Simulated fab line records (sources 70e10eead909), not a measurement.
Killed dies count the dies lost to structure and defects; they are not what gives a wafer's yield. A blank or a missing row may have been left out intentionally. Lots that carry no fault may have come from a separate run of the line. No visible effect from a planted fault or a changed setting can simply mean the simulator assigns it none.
Which tool did it? :: flow nand_harc :: 12 lots, 36 wafers sampled, at 1 step of a route of 1302

## WHAT THE GAUGES READ, wafer by wafer
NHARC_A_SGD_CUT_OVL_MEAS_10.
lot: L074
measured: day 19 19:10
on: overlay-02
overlay_x_nm (nm): 1.1 1.8 1.7

lot: L076
measured: day 20 00:58
on: overlay-02
overlay_x_nm (nm): 0.3 0.9 0.2

lot: L080
measured: day 21 23:18
on: overlay-02
overlay_x_nm (nm): 0.4 0.7 0.7

lot: L081
measured: day 22 07:37
on: overlay-02
overlay_x_nm (nm): -0.4 -0.7 -0.8

lot: L082
measured: day 23 06:15
on: overlay-01
overlay_x_nm (nm): 0.0 -0.1 0.0

lot: L084
measured: day 23 20:11
on: overlay-01
overlay_x_nm (nm): 0.2 0.6 0.4

lot: L087
measured: day 24 00:19
on: overlay-01
overlay_x_nm (nm): 0.4 0.1 0.5

lot: L089
measured: day 25 05:13
on: overlay-01
overlay_x_nm (nm): -0.7 -1.0 -1.0

lot: L091
measured: day 26 13:09
on: overlay-02
overlay_x_nm (nm): -0.9 -0.3 -0.7

lot: L092
measured: day 27 08:34
on: overlay-01
overlay_x_nm (nm): 0.8 0.4 0.8

lot: L096
measured: day 28 08:43
on: overlay-01
overlay_x_nm (nm): 0.3 0.2 0.2

lot: L097
measured: day 28 16:30
on: overlay-02
overlay_x_nm (nm): -0.7 -0.3 -0.9

## WHICH TOOL RAN EACH LOT (tool, then ch and the chambers of the sampled wafers, then the start)
No process step before these readings appears in the record.

## THE ANSWER, worked out from the rows above alone
Rule: the usual values come from the lots themselves. The widest of any qualifying gaps counts: lots, ordered by their means at a reading, are off when they make up no more than a third of the lots, leave a main group of 4 or more, and stand apart from it by 3 or more times the standard deviation of that group's means. A main group whose means are all the same, to the digits that the tables above print for the reading, isn't used. Also off: a lot with no number at a reading for which 4 or more lots have one. Where the step has rows for the other lots, those lots are counted as sound.
Nothing can be told from this: no lot is off at any reading shown.

## WHAT WAS PUT IN BY THE SIMULATOR
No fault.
